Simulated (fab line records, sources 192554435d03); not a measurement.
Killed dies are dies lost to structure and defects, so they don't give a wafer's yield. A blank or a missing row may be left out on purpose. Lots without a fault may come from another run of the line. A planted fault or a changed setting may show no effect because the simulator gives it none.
Chamber matching | flow n5_finfet | N5_BEOL_M0_SAQP_ETCH_49 on rie_diel-04: 4 sister chambers
The step etches SiO2 in CF4/O2, target depth 37 nm. 4 wafers are shown with their chamber, then 11 later ones without.

WAFERS WITH THEIR CHAMBER
wafer  | chamber | showerhead_plenum_p_Torr (Torr)
L084.2 | 0       | 2.15
L088.2 | 3       | 2.21
L091.1 | 2       | 2.15
L093.2 | 1       | 2.26

WAFERS WITHOUT THEIR CHAMBER
wafer  | showerhead_plenum_p_Torr (Torr)
L093.3 | 2.15
L093.4 | 2.21
L094.1 | 2.26
L094.4 | 2.15
L094.5 | 2.15
L097.1 | 2.15
L097.3 | 2.20
L097.5 | 2.20
L096.1 | 2.15
L096.5 | 2.20
L096.6 | 2.15

WHICH CHAMBER EACH WENT THROUGH
wafer  | from the rows above     | in truth
L093.3 | can't be placed: 0 or 2 | 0
L093.4 | 3                       | 3
L094.1 | 1                       | 1
L094.4 | can't be placed: 0 or 2 | 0
L094.5 | can't be placed: 0 or 2 | 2
L097.1 | can't be placed: 0 or 2 | 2
L097.3 | 3                       | 3
L097.5 | 3                       | 3
L096.1 | can't be placed: 0 or 2 | 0
L096.5 | 3                       | 3
L096.6 | can't be placed: 0 or 2 | 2
Placed correctly: 5 of 11. Can't be placed from these rows: 6 (the true chamber is among the candidates in 6). Placed wrongly: 0.
How it was worked out, from the rows above alone: a wafer's distance from a chamber is the root of the sum, over the readings, of the square of ((its reading less the chamber's mean) divided by the reading's scatter). The wafer belongs to the nearest chamber; if the next one is less than 2 further off, it can't be placed. A chamber's mean is the mean of its shown wafers. The scatter: with one shown wafer a chamber, the root of the mean of the squares of how far each hidden wafer lies from its nearest shown one.
